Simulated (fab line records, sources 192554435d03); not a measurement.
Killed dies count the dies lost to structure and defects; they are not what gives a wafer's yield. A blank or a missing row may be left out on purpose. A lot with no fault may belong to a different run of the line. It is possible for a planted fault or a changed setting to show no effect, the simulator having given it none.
Matching of chambers	flow n5-finfet	rie-diel-05 running N5_BEOL_M0_SAQP_ETCH_73: 4 sister chambers
The step etches SiARC in CF4, target depth 19.5 nm, time 32.5 s. 4 wafers are shown with their chamber, then 10 later ones without.

== WAFERS PAIRED WITH THEIR CHAMBERS ==
wafer	chamber	throttle-valve-pct (%)
L085.5	1	15.91
L089.5	3	15.28
L091.1	0	15.75
L091.3	2	16.05

== WAFERS MISSING THEIR CHAMBER ==
wafer	throttle-valve-pct (%)
L091.6	16.05
L092.3	15.93
L092.4	15.30
L092.5	16.06
L094.1	16.05
L094.2	15.75
L094.5	16.06
L096.3	15.31
L096.5	15.97
L096.6	15.30

== WHICH CHAMBER EACH WENT THROUGH ==
wafer	from the rows above	in truth
L091.6	2	2
L092.3	1	1
L092.4	3	3
L092.5	2	2
L094.1	2	2
L094.2	0	0
L094.5	2	2
L096.3	3	3
L096.5	can't be placed: 1 or 2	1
L096.6	3	3
9 of 10 placed correctly. From these rows, 1 cannot be placed; in 1 the true chamber is one of the candidates. Number placed wrongly: 0.
How it was worked out, from the rows above alone: a wafer's distance from a chamber is the root of the sum, over the readings, of the square of ((its reading less the chamber's mean) divided by the reading's scatter). The wafer belongs to the nearest chamber; if the next one is less than 2 further off, it can't be placed. A chamber's mean is the mean of its shown wafers. The scatter: with one shown wafer a chamber, the root of the mean of the squares of how far each hidden wafer lies from its nearest shown one.
